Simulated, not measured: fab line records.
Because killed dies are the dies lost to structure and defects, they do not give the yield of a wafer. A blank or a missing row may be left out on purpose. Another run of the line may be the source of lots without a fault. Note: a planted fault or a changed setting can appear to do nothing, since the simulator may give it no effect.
Which of the tools did it? :: flow nandHarc :: 72 wafers from 24 lots sampled at 5 of the route's 1159 steps

WHAT THE GAUGES SHOWED, per wafer
NHARC_A_CONTACT_CD_MEAS_53. Usual: cdNm 189.7 nm, standard deviation 0.8.
lot: L075
measured: day 16 20:59
on: cdSem-03
cdNm (nm): 188.8 189.6 189.5
flag: 

lot: L076
measured: day 16 21:58
on: cdSem-01
cdNm (nm): 189.4 190.1 189.5
flag: 

lot: L078
measured: day 17 01:56
on: cdSem-03
cdNm (nm): 188.7 189.0 188.7
flag: 

lot: L074
measured: day 17 02:37
on: cdSem-03
cdNm (nm): 189.6 188.9 189.8
flag: 

lot: L079
measured: day 17 16:13
on: cdSem-01
cdNm (nm): 189.3 189.6 190.0
flag: 

lot: L077
measured: day 17 18:52
on: cdSem-02
cdNm (nm): 189.6 188.8 190.0
flag: 

lot: L080
measured: day 18 03:12
on: cdSem-03
cdNm (nm): 191.0 190.4 191.7
flag: 

lot: L081
measured: day 18 09:55
on: cdSem-03
cdNm (nm): 189.7 190.0 188.9
flag: 

lot: L082
measured: day 18 17:01
on: cdSem-02
cdNm (nm): 190.2 189.7 189.0
flag: 

lot: L083
measured: day 18 17:32
on: cdSem-01
cdNm (nm): 189.7 189.2 189.9
flag: 

lot: L084
measured: day 18 21:20
on: cdSem-01
cdNm (nm): 189.2 188.8 189.8
flag: 

lot: L085
measured: day 19 08:53
on: cdSem-03
cdNm (nm): 189.7 190.4 190.5
flag: 

lot: L086
measured: day 19 10:03
on: cdSem-01
cdNm (nm): 190.7 189.7 189.4
flag: 

lot: L087
measured: day 19 16:10
on: cdSem-02
cdNm (nm): 189.2 189.1 189.1
flag: 

lot: L089
measured: day 19 20:45
on: cdSem-01
cdNm (nm): 190.4 190.6 189.9
flag: 

lot: L088
measured: day 19 22:11
on: cdSem-01
cdNm (nm): 190.7 190.7 190.0
flag: 

lot: L091
measured: day 20 09:54
on: cdSem-01
cdNm (nm): 187.5 188.0 187.8
flag: 

lot: L090
measured: day 20 12:16
on: cdSem-02
cdNm (nm): 189.2 190.5 189.2
flag: 

lot: L092
measured: day 20 14:30
on: cdSem-02
cdNm (nm): 189.2 189.6 189.4
flag: 

lot: L095
measured: day 21 04:40
on: cdSem-01
cdNm (nm): 190.7 190.2 190.8
flag: 

lot: L093
measured: day 21 05:57
on: cdSem-03
cdNm (nm): 190.3 189.4 189.4
flag: 

lot: L094
measured: day 21 13:12
on: cdSem-01
cdNm (nm): 191.1 190.9 190.7
flag: 

lot: L096
measured: day 21 20:47
on: cdSem-02
cdNm (nm): 190.8 190.7 189.7
flag: 

lot: L097
measured: day 22 03:05
on: cdSem-01
cdNm (nm): 189.6 189.8 189.8
flag: 

NHARC_A_CONTACT_CD_MEAS_69: the cd target is 200 nm. Usual: cdNm 199.9 nm, standard deviation 0.45.
lot: L075
measured: day 17 00:25
on: cdSem-02
cdNm (nm): 200.3 200.0 199.9
flag: 

lot: L076
measured: day 17 01:29
on: cdSem-03
cdNm (nm): 200.3 201.0 200.2
flag: 

lot: L078
measured: day 17 05:22
on: cdSem-02
cdNm (nm): 200.1 199.7 199.9
flag: 

lot: L074
measured: day 17 06:08
on: cdSem-03
cdNm (nm): 199.4 199.8 199.3
flag: 

lot: L079
measured: day 17 21:00
on: cdSem-01
cdNm (nm): 199.3 199.8 199.8
flag: 

lot: L077
measured: day 17 22:40
on: cdSem-01
cdNm (nm): 200.6 199.4 200.5
flag: 

lot: L080
measured: day 18 08:16
on: cdSem-01
cdNm (nm): 200.2 199.8 199.7
flag: 

lot: L081
measured: day 18 14:40
on: cdSem-02
cdNm (nm): 199.8 199.6 199.6
flag: 

lot: L082
measured: day 18 23:37
on: cdSem-03
cdNm (nm): 200.5 200.4 200.0
flag: 

lot: L083
measured: day 18 23:46
on: cdSem-03
cdNm (nm): 199.4 200.1 199.2
flag: 

lot: L084
measured: day 19 01:01
on: cdSem-01
cdNm (nm): 200.2 199.7 199.9
flag: 

lot: L085
measured: day 19 12:40
on: cdSem-01
cdNm (nm): 200.2 200.3 199.7
flag: 

lot: L086
measured: day 19 13:29
on: cdSem-03
cdNm (nm): 200.2 200.6 200.1
flag: 

lot: L087
measured: day 19 20:38
on: cdSem-02
cdNm (nm): 199.4 199.2 199.0
flag: 

lot: L089
measured: day 20 00:29
on: cdSem-03
cdNm (nm): 200.0 200.7 200.3
flag: 

lot: L088
measured: day 20 02:20
on: cdSem-02
cdNm (nm): 200.1 200.1 199.1
flag: 

lot: L091
measured: day 20 13:48
on: cdSem-02
cdNm (nm): 199.8 199.8 200.1
flag: 

lot: L090
measured: day 20 15:34
on: cdSem-03
cdNm (nm): 199.1 199.5 199.6
flag: 

lot: L092
measured: day 20 17:59
on: cdSem-03
cdNm (nm): 200.0 199.4 200.1
flag: 

lot: L095
measured: day 21 10:56
on: cdSem-02
cdNm (nm): 200.7 200.4 200.9
flag: 

lot: L093
measured: day 21 11:05
on: cdSem-01
cdNm (nm): 200.1 199.1 200.2
flag: 

lot: L094
measured: day 21 16:36
on: cdSem-03
cdNm (nm): 199.8 199.6 199.9
flag: 

lot: L096
measured: day 22 02:52
on: cdSem-02
cdNm (nm): 200.7 200.2 200.5
flag: 

lot: L097
measured: day 22 06:44
on: cdSem-02
cdNm (nm): 199.9 199.3 200.0
flag: 

EACH LOT AND THE TOOL THAT RAN IT (in order: tool; ch and the chambers of the sampled wafers; start)
lot: L075
NHARC_A_CONTACT_ETCH_113: harCapEtch-02 ch 0,1, day 16 19:16
NHARC_A_CONTACT_ETCH_118: harCapEtch-02 ch 0,1, day 16 19:43
NHARC_A_CONTACT_DEP_58: pecvd-01 ch 1,2, day 16 23:41

lot: L076
NHARC_A_CONTACT_ETCH_113: harCapEtch-03 ch 1, day 16 20:13
NHARC_A_CONTACT_ETCH_118: harCapEtch-03 ch 1, day 16 20:40
NHARC_A_CONTACT_DEP_58: pecvd-01 ch 0,1, day 17 00:46

lot: L078
NHARC_A_CONTACT_ETCH_113: harCapEtch-01 ch 0,1, day 17 00:13
NHARC_A_CONTACT_ETCH_118: harCapEtch-01 ch 0,1, day 17 00:40
NHARC_A_CONTACT_DEP_58: pecvd-03 ch 0,1, day 17 04:39

lot: L074
NHARC_A_CONTACT_ETCH_113: harCapEtch-02 ch 0,1, day 17 00:52
NHARC_A_CONTACT_ETCH_118: harCapEtch-02 ch 0,1, day 17 01:19
NHARC_A_CONTACT_DEP_58: pecvd-03 ch 0,1, day 17 05:26

lot: L079
NHARC_A_CONTACT_ETCH_113: harCapEtch-03 ch 0,1, day 17 14:01
NHARC_A_CONTACT_ETCH_118: harCapEtch-03 ch 0,1, day 17 14:29
NHARC_A_CONTACT_DEP_58: pecvd-04 ch 0,2, day 17 20:28

lot: L077
NHARC_A_CONTACT_ETCH_113: harCapEtch-01 ch 0,1, day 17 17:10
NHARC_A_CONTACT_ETCH_118: harCapEtch-01 ch 0,1, day 17 17:37
NHARC_A_CONTACT_DEP_58: pecvd-03 ch 0,1,2, day 17 21:56

lot: L080
NHARC_A_CONTACT_ETCH_113: harCapEtch-01 ch 0,1, day 18 01:26
NHARC_A_CONTACT_ETCH_118: harCapEtch-01 ch 0,1, day 18 01:53
NHARC_A_CONTACT_DEP_58: pecvd-04 ch 0,1,2, day 18 07:32

lot: L081
NHARC_A_CONTACT_ETCH_113: harCapEtch-02 ch 0,1, day 18 08:11
NHARC_A_CONTACT_ETCH_118: harCapEtch-02 ch 0,1, day 18 08:38
NHARC_A_CONTACT_DEP_58: pecvd-04 ch 1,2, day 18 13:57

lot: L082
NHARC_A_CONTACT_ETCH_113: harCapEtch-01 ch 0,1, day 18 15:09
NHARC_A_CONTACT_ETCH_118: harCapEtch-01 ch 0,1, day 18 15:36
NHARC_A_CONTACT_DEP_58: pecvd-03 ch 0,2, day 18 22:55

lot: L083
NHARC_A_CONTACT_ETCH_113: harCapEtch-02 ch 0,1, day 18 15:40
NHARC_A_CONTACT_ETCH_118: harCapEtch-02 ch 0,1, day 18 16:07
NHARC_A_CONTACT_DEP_58: pecvd-04 ch 0,2, day 18 22:57

lot: L084
NHARC_A_CONTACT_ETCH_113: harCapEtch-02 ch 0,1, day 18 19:37
NHARC_A_CONTACT_ETCH_118: harCapEtch-02 ch 0,1, day 18 20:05
NHARC_A_CONTACT_DEP_58: pecvd-04 ch 0,1,2, day 19 00:19

lot: L085
NHARC_A_CONTACT_ETCH_113: harCapEtch-01 ch 0,1, day 19 07:13
NHARC_A_CONTACT_ETCH_118: harCapEtch-01 ch 0,1, day 19 07:40
NHARC_A_CONTACT_DEP_58: pecvd-03 ch 1,2, day 19 11:58

lot: L086
NHARC_A_CONTACT_ETCH_113: harCapEtch-02 ch 0,1, day 19 07:55
NHARC_A_CONTACT_ETCH_118: harCapEtch-02 ch 0,1, day 19 08:32
NHARC_A_CONTACT_DEP_58: pecvd-01 ch 1,2, day 19 12:47

lot: L087
NHARC_A_CONTACT_ETCH_113: harCapEtch-02 ch 0,1, day 19 14:02
NHARC_A_CONTACT_ETCH_118: harCapEtch-02 ch 0,1, day 19 14:38
NHARC_A_CONTACT_DEP_58: pecvd-01 ch 0,2, day 19 20:02

lot: L089
NHARC_A_CONTACT_ETCH_113: harCapEtch-01 ch 0,1, day 19 18:59
NHARC_A_CONTACT_ETCH_118: harCapEtch-01 ch 0,1, day 19 19:27
NHARC_A_CONTACT_DEP_58: pecvd-01 ch 0,1, day 19 23:46

lot: L088
NHARC_A_CONTACT_ETCH_113: harCapEtch-02 ch 0,1, day 19 20:15
NHARC_A_CONTACT_ETCH_118: harCapEtch-02 ch 0,1, day 19 20:43
NHARC_A_CONTACT_DEP_58: pecvd-04 ch 0,1, day 20 01:42

lot: L091
NHARC_A_CONTACT_ETCH_113: harCapEtch-03 ch 0,1, day 20 08:07
NHARC_A_CONTACT_ETCH_118: harCapEtch-03 ch 0,1, day 20 08:35
NHARC_A_CONTACT_DEP_58: pecvd-01 ch 0,1,2, day 20 13:12

lot: L090
NHARC_A_CONTACT_ETCH_113: harCapEtch-01 ch 0,1, day 20 10:33
NHARC_A_CONTACT_ETCH_118: harCapEtch-01 ch 0,1, day 20 11:00
NHARC_A_CONTACT_DEP_58: pecvd-01 ch 0,1,2, day 20 14:57

lot: L092
NHARC_A_CONTACT_ETCH_113: harCapEtch-03 ch 0,1, day 20 12:48
NHARC_A_CONTACT_ETCH_118: harCapEtch-03 ch 0,1, day 20 13:15
NHARC_A_CONTACT_DEP_58: pecvd-03 ch 0,1,2, day 20 17:17

lot: L095
NHARC_A_CONTACT_ETCH_113: harCapEtch-01 ch 0,1, day 21 02:12
NHARC_A_CONTACT_ETCH_118: harCapEtch-01 ch 0,1, day 21 02:49
NHARC_A_CONTACT_DEP_58: pecvd-01 ch 0,1, day 21 10:16

lot: L093
NHARC_A_CONTACT_ETCH_113: harCapEtch-02 ch 0,1, day 21 04:13
NHARC_A_CONTACT_ETCH_118: harCapEtch-02 ch 0,1, day 21 04:41
NHARC_A_CONTACT_DEP_58: pecvd-03 ch 0,1,2, day 21 10:16

lot: L094
NHARC_A_CONTACT_ETCH_113: harCapEtch-01 ch 0,1, day 21 11:29
NHARC_A_CONTACT_ETCH_118: harCapEtch-01 ch 0,1, day 21 11:56
NHARC_A_CONTACT_DEP_58: pecvd-03 ch 0,1,2, day 21 15:56

lot: L096
NHARC_A_CONTACT_ETCH_113: harCapEtch-02 ch 0,1, day 21 18:37
NHARC_A_CONTACT_ETCH_118: harCapEtch-02 ch 0,1, day 21 19:04
NHARC_A_CONTACT_DEP_58: pecvd-01 ch 0,2, day 22 02:18

lot: L097
NHARC_A_CONTACT_ETCH_113: harCapEtch-02 ch 0,1, day 22 01:19
NHARC_A_CONTACT_ETCH_118: harCapEtch-02 ch 0,1, day 22 01:46
NHARC_A_CONTACT_DEP_58: pecvd-04 ch 0,2, day 22 06:10
- NHARC_A_CONTACT_ETCH_113: etches the open film in C4F8/O2/Ar, time 94 s, target depth 922 nm.
- NHARC_A_CONTACT_ETCH_118: etches the open film in C4F8/O2/Ar, time 94 s, target depth 922 nm.
- NHARC_A_CONTACT_DEP_58: deposits SiON, target thk 60 nm.

AS READ BY THE TOOLS THEMSELVES (means over the sampled wafers that have a number; for cases with no such wafer, the mark the record gives instead)
NHARC_A_CONTACT_DEP_58. Usual: heaterPowerW 785 W, standard deviation 110.
lot: L075
tool: pecvd-01
heaterPowerW (W): 716
flag: 

lot: L076
tool: pecvd-01
heaterPowerW (W): 711
flag: 

lot: L078
tool: pecvd-03
heaterPowerW (W): 679
flag: 

lot: L074
tool: pecvd-03
heaterPowerW (W): 666
flag: 

lot: L079
tool: pecvd-04
heaterPowerW (W): 757
flag: 

lot: L077
tool: pecvd-03
heaterPowerW (W): 792
flag: 

lot: L080
tool: pecvd-04
heaterPowerW (W): 809
flag: 

lot: L081
tool: pecvd-04
heaterPowerW (W): 780
flag: 

lot: L082
tool: pecvd-03
heaterPowerW (W): 763
flag: 

lot: L083
tool: pecvd-04
heaterPowerW (W): 764
flag: 

lot: L084
tool: pecvd-04
heaterPowerW (W): 773
flag: 

lot: L085
tool: pecvd-03
heaterPowerW (W): 839
flag: 

lot: L086
tool: pecvd-01
heaterPowerW (W): 809
flag: 

lot: L087
tool: pecvd-01
heaterPowerW (W): 851
flag: 

lot: L089
tool: pecvd-01
heaterPowerW (W): 682
flag: 

lot: L088
tool: pecvd-04
heaterPowerW (W): 741
flag: 

lot: L091
tool: pecvd-01
heaterPowerW (W): 835
flag: 

lot: L090
tool: pecvd-01
heaterPowerW (W): 781
flag: 

lot: L092
tool: pecvd-03
heaterPowerW (W): 781
flag: 

lot: L095
tool: pecvd-01
heaterPowerW (W): 784
flag: 

lot: L093
tool: pecvd-03
heaterPowerW (W): 778
flag: 

lot: L094
tool: pecvd-03
heaterPowerW (W): 847
flag: 

lot: L096
tool: pecvd-01
heaterPowerW (W): 901
flag: 

lot: L097
tool: pecvd-04
heaterPowerW (W): 834
flag: 

THE ANSWER, worked out from the rows above alone
Rule: lot off if the mean of its wafers having a number is beyond 3 standard deviations from the usual mean. A lot without any number at a reading at which 4 lots or more have one is off too. Where the step has rows for the other lots, those lots are counted as sound. First the gauges in route order, then the tools' own readings, where a lot's mean is used as printed above. At the first step where some lot is off, the reading lying furthest off is the one used; lots without a number count as furthest.
Across all readings shown, no lot is off: no conclusion can be drawn from this.

WHAT HAD BEEN PUT IN BY THE SIMULATOR
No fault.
